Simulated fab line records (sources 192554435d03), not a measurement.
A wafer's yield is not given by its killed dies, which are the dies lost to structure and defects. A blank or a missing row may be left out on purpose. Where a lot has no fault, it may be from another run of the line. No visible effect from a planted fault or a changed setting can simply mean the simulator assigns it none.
Split-lot experiment    flow n5 finfet    21 wafers read across 7 lots, on a route 1938 steps long

ON THE SPLIT
At N5_BEOL_M1_ETCH_64 (etches SOC in N2/H2, target depth 75 nm, overetch 15 nm, time 112.5 s), the setting source w was moved away from the recipe's 840 W on 2 of the 21 wafers read, by -6.7% to +16.1%. The other wafers ran this setting at the recipe's value.

The reading comes from the split's own step.

THE READING
rf vpp V, in V, at N5_BEOL_M1_ETCH_64 (etches SOC in N2/H2, target depth 75 nm, overetch 15 nm, time 112.5 s). Typical for fault-free wafers on this fab line: 522.7 V, with standard deviation 2.3 V.

wafer   tool, chamber at the split  source w as run, W  against the recipe  rf vpp V, V  against lot-mates on the recipe
L075.1  rie diel-02, 3              840                 recipe              523.9        -
L075.3  rie diel-02, 2              840                 recipe              522.5        -
L075.4  rie diel-02, 0              840                 recipe              524.5        -
L074.3  rie diel-02, 3              840                 recipe              522.2        -
L074.4  rie diel-02, 2              975.3               +16.1%              498.8        -25.4
L074.6  rie diel-02, 0              840                 recipe              526.1        -
L077.1  rie diel-02, 1              840                 recipe              521.9        -
L077.3  rie diel-02, 2              840                 recipe              522.4        -
L077.6  rie diel-02, 3              840                 recipe              523.8        -
L085.2  rie diel-04, 0              840                 recipe              520.4        -
L085.3  rie diel-04, 1              840                 recipe              520.1        -
L085.4  rie diel-04, 2              840                 recipe              526.6        -
L086.2  rie diel-04, 0              840                 recipe              523.0        -
L086.3  rie diel-04, 1              840                 recipe              519.5        -
L086.5  rie diel-04, 2              840                 recipe              525.8        -
L089.1  rie diel-04, 1              840                 recipe              520.6        -
L089.4  rie diel-04, 3              840                 recipe              522.3        -
L089.6  rie diel-04, 0              840                 recipe              523.0        -
L093.1  rie diel-06, 0              783.8               -6.7%               533.8        +12.2
L093.5  rie diel-06, 3              840                 recipe              521.1        -
L093.6  rie diel-06, 0              840                 recipe              522.0        -

FIT RESULTS
A straight line over all 21 wafers: rf vpp V changes by -1.51 V for each +1% of source w; r = -0.95; the points scatter about the line by 2 V.
The same after taking each lot's own level away (the mean of its wafers on the recipe; 21 wafers): -1.61 V for each +1%; r = -0.96; scatter 1.8 V.
On that fit, the largest move of source w shifts the reading by 26 V.
The span of the lots' own levels, 521.55 to 524.15 V, comes to 1.1 times the standard deviation stated above.
Consequently the slope shifts little with the lot-to-lot level, the two slopes agreeing.
Check: -29.5 V against its lot-mates is what the line predicts for one of the wafers moved furthest among these (+16.1%) when that wafer is left out of the fit. Against them it came out at -25.4 V.
Tool readings at the split's step, against how far the setting was moved: rf vpp V r = -0.95.

OTHER SPLITS ON THESE WAFERS
Other splits were also applied to these wafers ahead of the reading. Each is held against what the fit with the lots' levels taken away leaves over:
other split on the same wafers        wafers away from the commonest value  r with rf vpp V (lot level and that fit taken away)
N5_SD_EPI_P_COAT_34 spin rpm          5                                     +0.04
N5_SD_EPI_P_DESCUM_14 time s          8                                     +0.23
N5_HKMG_FIN_COAT_30 spin rpm          7                                     +0.06
N5_HKMG_FIN_ETCH_32 source w          11                                    -0.09
N5_MOL_CONTACT_COAG_DESCUM_45 time s  7                                     +0.04
N5_BEOL_M0_SAQP_PECVD_04 time s       6                                     -0.15
N5_BEOL_M0_SAQP_EXPOSE_11 dose mj     6                                     +0.13
N5_BEOL_M0_CUTY_ETCH_63 source w      6                                     +0.46

FILE'S OWN FIT
rf vpp V changes by -1.61 V for each +1% of source w, r = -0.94.
